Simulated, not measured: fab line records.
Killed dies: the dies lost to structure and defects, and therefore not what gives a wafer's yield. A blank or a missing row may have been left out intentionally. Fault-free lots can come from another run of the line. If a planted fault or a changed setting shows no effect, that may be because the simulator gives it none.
Chamber matching || flow nandHarc || 4 sister chambers for NHARC_THIN_TSV_ETCH_44 on rieDiel-01
The step etches the open film in CF4/O2, target depth 1594.2 nm, time 797.1 s. 14 wafers are shown with their chamber, then 7 later ones without.

## WAFERS, EACH WITH ITS CHAMBER
{"wafer": "L564.2", "chamber": 2, "showerheadPlenumPTorr (Torr)": 1.72, "drypumpMotorCurrentA (A)": 5.6, "rfVppV (V)": 786}
{"wafer": "L564.3", "chamber": 1, "showerheadPlenumPTorr (Torr)": 1.91, "drypumpMotorCurrentA (A)": 4.8, "rfVppV (V)": 800}
{"wafer": "L564.4", "chamber": 3, "showerheadPlenumPTorr (Torr)": 1.93, "drypumpMotorCurrentA (A)": 6.3, "rfVppV (V)": 801}
{"wafer": "L566.3", "chamber": 1, "showerheadPlenumPTorr (Torr)": 1.91, "drypumpMotorCurrentA (A)": 4.8, "rfVppV (V)": 800}
{"wafer": "L566.4", "chamber": 3, "showerheadPlenumPTorr (Torr)": 1.93, "drypumpMotorCurrentA (A)": 6.3, "rfVppV (V)": 799}
{"wafer": "L566.5", "chamber": 2, "showerheadPlenumPTorr (Torr)": 1.72, "drypumpMotorCurrentA (A)": 5.5, "rfVppV (V)": 786}
{"wafer": "L562.1", "chamber": 1, "showerheadPlenumPTorr (Torr)": 1.91, "drypumpMotorCurrentA (A)": 4.8, "rfVppV (V)": 800}
{"wafer": "L562.3", "chamber": 2, "showerheadPlenumPTorr (Torr)": 1.71, "drypumpMotorCurrentA (A)": 5.5, "rfVppV (V)": 786}
{"wafer": "L562.6", "chamber": 3, "showerheadPlenumPTorr (Torr)": 1.93, "drypumpMotorCurrentA (A)": 6.2, "rfVppV (V)": 800}
{"wafer": "L569.1", "chamber": 3, "showerheadPlenumPTorr (Torr)": 1.93, "drypumpMotorCurrentA (A)": 6.3, "rfVppV (V)": 801}
{"wafer": "L569.4", "chamber": 1, "showerheadPlenumPTorr (Torr)": 1.91, "drypumpMotorCurrentA (A)": 4.8, "rfVppV (V)": 800}
{"wafer": "L569.6", "chamber": 3, "showerheadPlenumPTorr (Torr)": 1.93, "drypumpMotorCurrentA (A)": 6.3, "rfVppV (V)": 800}
{"wafer": "L581.1", "chamber": 0, "showerheadPlenumPTorr (Torr)": 1.76, "drypumpMotorCurrentA (A)": 6.2, "rfVppV (V)": 790}
{"wafer": "L581.2", "chamber": 2, "showerheadPlenumPTorr (Torr)": 1.71, "drypumpMotorCurrentA (A)": 5.6, "rfVppV (V)": 788}

SIGNATURES (averages over the wafers above)
{"reading": "showerheadPlenumPTorr", "chamber 0": 1.7600, "chamber 1": 1.9100, "chamber 2": 1.7150, "chamber 3": 1.9300, "scatter within a chamber": 0.00316}
{"reading": "drypumpMotorCurrentA", "chamber 0": 6.200, "chamber 1": 4.800, "chamber 2": 5.550, "chamber 3": 6.280, "scatter within a chamber": 0.0424}
{"reading": "rfVppV", "chamber 0": 790.00, "chamber 1": 800.00, "chamber 2": 786.50, "chamber 3": 800.20, "scatter within a chamber": 0.762}
Rule: for each reading, subtract the chamber's mean from the wafer's reading, divide by that reading's scatter and square the result; add these up over the readings and take the root, which gives the wafer's distance from the chamber. If the next closest chamber is less than 2 further off than the closest, the wafer can't be placed; otherwise it belongs to the closest. The scatter: the root of (the sum of the squares of (reading less its chamber's mean) over the shown wafers, divided by (wafers less chambers)).

## WAFERS WITH NO CHAMBER GIVEN
{"wafer": "L581.4", "showerheadPlenumPTorr (Torr)": 1.93, "drypumpMotorCurrentA (A)": 6.3, "rfVppV (V)": 801}
{"wafer": "L583.1", "showerheadPlenumPTorr (Torr)": 1.76, "drypumpMotorCurrentA (A)": 6.2, "rfVppV (V)": 790}
{"wafer": "L583.2", "showerheadPlenumPTorr (Torr)": 1.93, "drypumpMotorCurrentA (A)": 6.3, "rfVppV (V)": 800}
{"wafer": "L583.6", "showerheadPlenumPTorr (Torr)": 1.76, "drypumpMotorCurrentA (A)": 6.2, "rfVppV (V)": 790}
{"wafer": "L584.2", "showerheadPlenumPTorr (Torr)": 1.93, "drypumpMotorCurrentA (A)": 6.2, "rfVppV (V)": 800}
{"wafer": "L584.3", "showerheadPlenumPTorr (Torr)": 1.76, "drypumpMotorCurrentA (A)": 6.2, "rfVppV (V)": 790}
{"wafer": "L584.6", "showerheadPlenumPTorr (Torr)": 1.91, "drypumpMotorCurrentA (A)": 4.8, "rfVppV (V)": 799}

## EACH ONE'S CHAMBER
{"wafer": "L581.4", "from the rows above": 3, "in truth": 3}
{"wafer": "L583.1", "from the rows above": 0, "in truth": 0}
{"wafer": "L583.2", "from the rows above": 3, "in truth": 3}
{"wafer": "L583.6", "from the rows above": 0, "in truth": 0}
{"wafer": "L584.2", "from the rows above": 3, "in truth": 3}
{"wafer": "L584.3", "from the rows above": 0, "in truth": 0}
{"wafer": "L584.6", "from the rows above": 1, "in truth": 1}
7 of 7 placed correctly. Can't be placed from these rows: 0. Placed wrongly: 0.
